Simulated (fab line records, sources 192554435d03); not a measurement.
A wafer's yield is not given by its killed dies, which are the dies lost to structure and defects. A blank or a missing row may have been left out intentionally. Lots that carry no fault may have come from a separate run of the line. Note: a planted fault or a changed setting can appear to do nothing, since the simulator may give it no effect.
Split-lot experiment ; flow n5 finfet ; 21 wafers read across 7 lots, on a route 1938 steps long

SPLIT DETAILS
At N5_BEOL_M1_ETCH_74 (etches underlayer in N2/H2, target depth 6.5 nm, time 5.2 s), the setting bias w was moved away from the recipe's 150 W on 9 of the 21 wafers read, by -13.9% to +17.9%. This setting was run at the recipe's value on the other wafers.

The reading comes from the split's own step.

THE READING
rf vpp V, in V, at N5_BEOL_M1_ETCH_74 (etches underlayer in N2/H2, target depth 6.5 nm, time 5.2 s). A value of 523.8 V with a standard deviation of 2.9 V is what fault-free wafers of this fab line usually give.

wafer;tool, chamber at the split;bias w as run, W;against the recipe;rf vpp V, V;against lot-mates on the recipe
L075.2;rie diel-02, 1;150;recipe;528.6;-
L075.3;rie diel-02, 3;150;recipe;519.2;-
L075.6;rie diel-02, 3;160.7;+7.1%;544.1;+20.2
L079.1;rie diel-03, 2;174.1;+16.1%;577.6;+53.3
L079.2;rie diel-03, 1;174.1;+16.1%;577.4;+53.1
L079.5;rie diel-03, 3;150;recipe;524.3;-
L085.1;rie diel-02, 0;160.2;+6.8%;544.3;+20.6
L085.4;rie diel-02, 3;160.2;+6.8%;540.5;+16.8
L085.5;rie diel-02, 3;150;recipe;523.7;-
L087.2;rie diel-02, 1;150;recipe;529.0;-
L087.5;rie diel-02, 0;150;recipe;521.3;-
L087.6;rie diel-02, 1;150;recipe;527.7;-
L088.2;rie diel-03, 2;150;recipe;525.2;-
L088.4;rie diel-03, 0;129.1;-13.9%;478.9;-46.3
L088.5;rie diel-03, 2;129.1;-13.9%;478.1;-47.1
L092.1;rie diel-06, 1;176.9;+17.9%;581.8;+56.9
L092.2;rie diel-06, 2;176.9;+17.9%;574.1;+49.2
L092.5;rie diel-06, 3;150;recipe;524.9;-
L097.2;rie diel-02, 1;150;recipe;527.2;-
L097.3;rie diel-02, 3;150;recipe;516.8;-
L097.4;rie diel-02, 2;150;recipe;522.9;-

THE FIT
A straight line over all 21 wafers: rf vpp V changes by +3.16 V for each +1% of bias w; r = +0.99; the points scatter about the line by 3.6 V.
The same after taking each lot's own level away (the mean of its wafers on the recipe; 21 wafers): +3.17 V for each +1%; r = +0.99; scatter 3.5 V.
That fit puts the effect of the largest move of bias w on the reading at 57 V.
The span of the lots' own levels, 522.30 to 526.00 V, comes to 1.3 times the standard deviation stated above.
The two slopes are in agreement: the lot-to-lot level therefore moves the slope only a little.
Check: +55.9 V against its lot-mates is what the line predicts for one of the wafers moved furthest among these (+17.9%) when that wafer is left out of the fit. It came out at +56.9 V against them.
Tool readings at the split's step, against how far the setting was moved: rf vpp V r = +0.99.

OTHER SPLITS ON THESE WAFERS
Note: prior to the reading, these wafers also went through further splits. Each is held against what the fit with the lots' levels taken away leaves over:
other split on the same wafers;wafers away from the commonest value;r with rf vpp V (lot level and that fit taken away)
N5_BEOL_M0_ETCH_128 source w;6;+0.05

THE FILE'S OWN FIT
rf vpp V changes by +3.13 V for each +1% of bias w, r = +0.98.
